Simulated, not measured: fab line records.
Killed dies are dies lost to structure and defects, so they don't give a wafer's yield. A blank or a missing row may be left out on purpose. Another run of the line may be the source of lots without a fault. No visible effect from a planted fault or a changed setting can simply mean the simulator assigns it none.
Chamber matching -- flow nand_harc -- NHARC_A_STAIRCASE_ETCH_313 on rie_diel-01: 4 sister chambers
The step etches the open film in CF4/CHF3. 18 wafers are shown with their chamber, then 9 later ones without.

== WAFERS WITH THEIR CHAMBER ==
wafer,chamber,drypump_motor_current_A (A),showerhead_plenum_p_Torr (Torr),rf_vpp_V (V)
L074.2,0,5.9,1.49,367.5
L074.5,0,6.0,1.49,368.6
L074.6,3,5.8,1.59,372.2
L078.4,1,5.2,1.54,370.4
L078.5,2,6.4,1.49,366.4
L078.6,1,5.2,1.54,369.5
L077.1,1,5.2,1.54,369.1
L077.3,1,5.3,1.54,369.4
L077.6,0,6.0,1.49,367.9
L082.2,0,6.0,1.49,367.7
L082.5,3,5.8,1.59,371.8
L082.6,2,6.4,1.49,367.0
L089.2,2,6.4,1.48,367.0
L089.4,3,5.8,1.58,370.4
L089.5,2,6.4,1.48,367.5
L091.1,3,5.8,1.58,371.2
L091.3,2,6.4,1.48,366.7
L091.5,0,5.9,1.48,368.2

SIGNATURES, as means of the wafers listed above
reading,chamber 0,chamber 1,chamber 2,chamber 3,scatter within a chamber
drypump_motor_current_A,5.960,5.225,6.400,5.800,0.0373
showerhead_plenum_p_Torr,1.4880,1.5400,1.4840,1.5850,0.00463
rf_vpp_V,367.980,369.600,366.920,371.400,0.547
Rule: for each reading, subtract the chamber's mean from the wafer's reading, divide by that reading's scatter and square the result; add these up over the readings and take the root, which gives the wafer's distance from the chamber. The wafer belongs to the nearest chamber; if the next one is less than 2 further off, it can't be placed. The scatter is the square root of a quotient: the sum, over the shown wafers, of each reading's squared deviation from its chamber's mean, divided by wafers minus chambers.

== WAFERS WITH NO CHAMBER GIVEN ==
wafer,drypump_motor_current_A (A),showerhead_plenum_p_Torr (Torr),rf_vpp_V (V)
L095.3,5.2,1.53,368.2
L095.4,6.4,1.48,366.3
L095.5,5.9,1.48,366.8
L097.4,6.4,1.48,367.4
L097.5,5.8,1.58,370.5
L097.6,6.4,1.48,366.5
L097.1,5.2,1.53,367.8
L097.2,5.8,1.58,370.3
L097.3,6.0,1.48,367.6

== WHICH CHAMBER EACH WENT THROUGH ==
wafer,from the rows above,in truth
L095.3,1,1
L095.4,2,2
L095.5,0,0
L097.4,2,2
L097.5,3,3
L097.6,2,2
L097.1,1,1
L097.2,3,3
L097.3,0,0
Placed correctly: 9 of 9. Left unplaced by these rows: 0. 0 placed wrongly.
